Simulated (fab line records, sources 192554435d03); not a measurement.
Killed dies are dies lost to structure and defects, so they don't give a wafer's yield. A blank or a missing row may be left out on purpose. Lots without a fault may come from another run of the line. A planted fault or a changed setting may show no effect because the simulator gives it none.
A struck lot beside a sound one | flow n5_finfet | 16 steps out of a route of 1938
Sound: wafers L729.1, L729.4, L729.5. Struck: wafer L736.1. (L736.2 of the same lot was not struck and is left out.) The cause comes at the end.
At each step with rows: each side's tool, then ch and its chambers, then its first start. Under that, the readings that differ: sound wafers | struck wafers | difference of the means | sigmas: that difference in standard deviations of wafers without a fault.
alike: readings whose means differ by less than 2 such deviations, and words and numbers that are the same on both sides. not compared: withheld readings, readings that some wafer has no value for, bounds like >300 that may hide the same value, and numbers for which the record gives no deviation and whose values overlap.
The two part at a step that has a row with sigmas, a row that says differs or no value, or rows on one side only. Numbers that don't overlap but have no deviation are shown without sigmas and don't part them. A reading that every wafer of one side lacks parts them only if that side has two wafers or more.

N5_BEOL_M0_SAQP_ETCH_49: etches SiO2 in CF4/O2, target depth 37 nm.
  sound on rie_diel-06 ch 0,1,2, day 7 22:28; struck on rie_diel-06 ch 1, day 9 19:11
  alike: drypump_motor_current_A, oes_product_au, rf_vpp_V, showerhead_plenum_p_Torr, throttle_valve_pct
  not compared: rf_hours_counter_h
N5_BEOL_M0_SAQP_STRIP_75: strips in CF4.
  sound on rie_diel-06 ch 0,1,2, day 7 22:34; struck on rie_diel-06 ch 1, day 9 19:17
  alike: drypump_motor_current_A, oes_product_au, rf_vpp_V, showerhead_plenum_p_Torr, throttle_valve_pct
  not compared: rf_hours_counter_h
then, 7 steps without rows for these wafers: N5_BEOL_M0_CUTY_COAT_50 (time 60 s, resist thk 15 nm); N5_BEOL_M0_CUTY_COAT_51 (resist thk 150 nm); N5_BEOL_M0_CUTY_EBR_52; N5_BEOL_M0_CUTY_SOFTBAKE_53 (time 60 s); N5_BEOL_M0_CUTY_EXPOSE_54 (exposes mask M0 ABLK); N5_BEOL_M0_CUTY_PEB_55 (peb time 60 s); N5_BEOL_M0_CUTY_DEVELOP_56 (develop time 30 s).
N5_BEOL_M0_CUTY_CD_MEAS_57: target cd 200 nm.
  sound on cd_sem-03 ch 0, day 7 22:58; struck on cd_sem-03 ch 0, day 9 19:41
  alike: cd_nm
N5_BEOL_M0_CUTY_OVL_MEAS_58:
  sound on overlay-02 ch 0, day 7 23:00; struck on overlay-02 ch 0, day 9 19:43
  alike: M0_ABLK_OVL
N5_BEOL_M0_CUTY_INSPECT_59: inspects for defects (macro).
  sound on defect_inspect-01, day 7 23:02; struck on defect_inspect-01, day 9 19:44
  alike: raw_defect_count
N5_BEOL_M0_CUTY_DESCUM_61: chemistry O2, time 7.9 s.
  sound on rie_diel-04 ch 0,2,3, day 7 23:04; struck on rie_diel-04 ch 1, day 9 19:51
  reading                                                 | sound             | struck | difference | sigmas
  model.CAR-ArF-block_of_BEOL_M0_CUTY_COAT_51.thk_nm (nm) | 143.4 144.4 143.4 | 144.6  | +0.9       |
  alike: drypump_motor_current_A, oes_product_au, rf_vpp_V, showerhead_plenum_p_Torr, throttle_valve_pct
  not compared: rf_hours_counter_h
N5_BEOL_M0_CUTY_ETCH_62: etches SiARC in CF4, time 58.5 s.
  sound on rie_diel-04 ch 0,2,3, day 7 23:06; struck on rie_diel-04 ch 1, day 9 19:53
  reading                                                 | sound             | struck | difference | sigmas
  throttle_valve_pct (%)                                  | 15.93 15.73 15.57 | 15.25  | -0.49      | -3
  model.CAR-ArF-block_of_BEOL_M0_CUTY_COAT_51.thk_nm (nm) | 118.4 119.2 118.4 | 119.6  | +0.9       |
  alike: drypump_motor_current_A, etch_rf_on_time_s, oes_product_au, rf_vpp_V, showerhead_plenum_p_Torr
  not compared: rf_hours_counter_h
N5_BEOL_M0_CUTY_ETCH_63: etches SOC in N2/H2, target depth 82.7 nm, overetch 16.5 nm, time 124 s.
  sound on rie_diel-04 ch 0,2,3, day 7 23:08; struck on rie_diel-04 ch 1, day 9 19:56
  alike: drypump_motor_current_A, oes_product_au, rf_vpp_V, showerhead_plenum_p_Torr, throttle_valve_pct
  not compared: rf_hours_counter_h
-- the record jumps here: 5 days lie between the struck wafers' starts before and after (it left off in module BEOL_M0_CUTY and takes up again in module BEOL_M4, whose first step shown is number 1111 of the route) --
N5_BEOL_M4_RC_MEAS_101:
  sound on prober-01 ch 0, day 14 01:27; struck on prober-01 ch 0, day 14 17:26
  reading        | sound          | struck | difference | sigmas
  DIBL_N (mV/V)  | 33.5 31.5 32.1 | 38.8   | +6.4       | +3
  DIBL_P (mV/V)  | 33 31 31       | 39     | +7         | +2
  IOFF_N (nA/um) | 0.12 0.10 0.10 | 0.21   | +0.10      | +2
  ION_N (uA/um)  | 649 663 642    | 685    | +34        | +2
  SS_P (mV/dec)  | 73.2 72.0 72.7 | 74.5   | +1.9       | +2
  VT_N (mV)      | 255 255 258    | 247    | -9         | -2
  alike: IOFF_P, ION_P, SS_N, VT_P

WHERE THEY PART
First at N5_BEOL_M0_CUTY_ETCH_62; last, within this record, at N5_BEOL_M4_RC_MEAS_101.

WHY: what the simulator had put in
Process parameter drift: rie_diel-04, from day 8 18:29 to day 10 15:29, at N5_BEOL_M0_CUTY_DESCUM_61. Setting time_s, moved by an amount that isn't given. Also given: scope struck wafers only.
